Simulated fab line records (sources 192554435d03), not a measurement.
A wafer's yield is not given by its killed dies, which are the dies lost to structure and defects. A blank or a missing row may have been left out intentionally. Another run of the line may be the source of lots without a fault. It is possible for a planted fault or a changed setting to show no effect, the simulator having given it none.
Matching of chambers -- flow n5_finfet -- N5_BEOL_M5_STRIP_36 on rie_diel-02: 4 sister chambers
The step strips in N2/H2. 14 wafers are shown with their chamber, then 7 later ones without.

## WAFERS, EACH WITH ITS CHAMBER
wafer,chamber,showerhead_plenum_p_Torr (Torr),drypump_motor_current_A (A),oes_product_au (a.u.)
L074.3,0,2.43,5.8,0.80
L074.4,1,2.52,4.8,0.75
L074.5,2,2.42,5.8,0.68
L077.2,0,2.43,5.8,0.81
L077.3,1,2.52,4.9,0.76
L077.6,1,2.52,4.9,0.75
L081.1,0,2.43,5.8,0.79
L081.2,2,2.42,5.9,0.67
L081.6,2,2.42,5.8,0.67
L083.1,1,2.51,4.8,0.75
L083.2,2,2.42,5.9,0.69
L083.5,1,2.52,4.8,0.74
L084.1,2,2.42,5.9,0.67
L084.3,3,2.67,5.4,0.80

SIGNATURES (averages over the wafers above)
reading,chamber 0,chamber 1,chamber 2,chamber 3,scatter within a chamber
showerhead_plenum_p_Torr,2.4300,2.5180,2.4200,2.6700,0.00283
drypump_motor_current_A,5.800,4.840,5.860,5.400,0.049
oes_product_au,0.8000,0.7500,0.6760,0.8000,0.00849
Rule: for a wafer and a chamber, the distance is found by dividing, reading by reading, the gap between the wafer's reading and the chamber's mean by the reading's scatter, squaring, summing and taking the root. The wafer belongs to the nearest chamber; if the next one is less than 2 further off, it can't be placed. How the scatter is found: for the shown wafers, subtract from each reading the mean of its chamber, square and add these, divide the total by (wafers less chambers), then take the root.

## WAFERS WITH NO CHAMBER GIVEN
wafer,showerhead_plenum_p_Torr (Torr),drypump_motor_current_A (A),oes_product_au (a.u.)
L084.5,2.42,5.8,0.67
L089.1,2.67,5.4,0.79
L089.2,2.42,5.8,0.77
L089.5,2.42,5.8,0.67
L094.1,2.66,5.4,0.76
L094.3,2.51,4.8,0.73
L094.4,2.51,4.8,0.74

## WHICH CHAMBER EACH WENT THROUGH
wafer,from the rows above,in truth
L084.5,2,2
L089.1,3,3
L089.2,0,0
L089.5,2,2
L094.1,3,3
L094.3,1,1
L094.4,1,1
Correct placement for 7 of the 7. Number that these rows cannot place: 0. Number placed wrongly: 0.
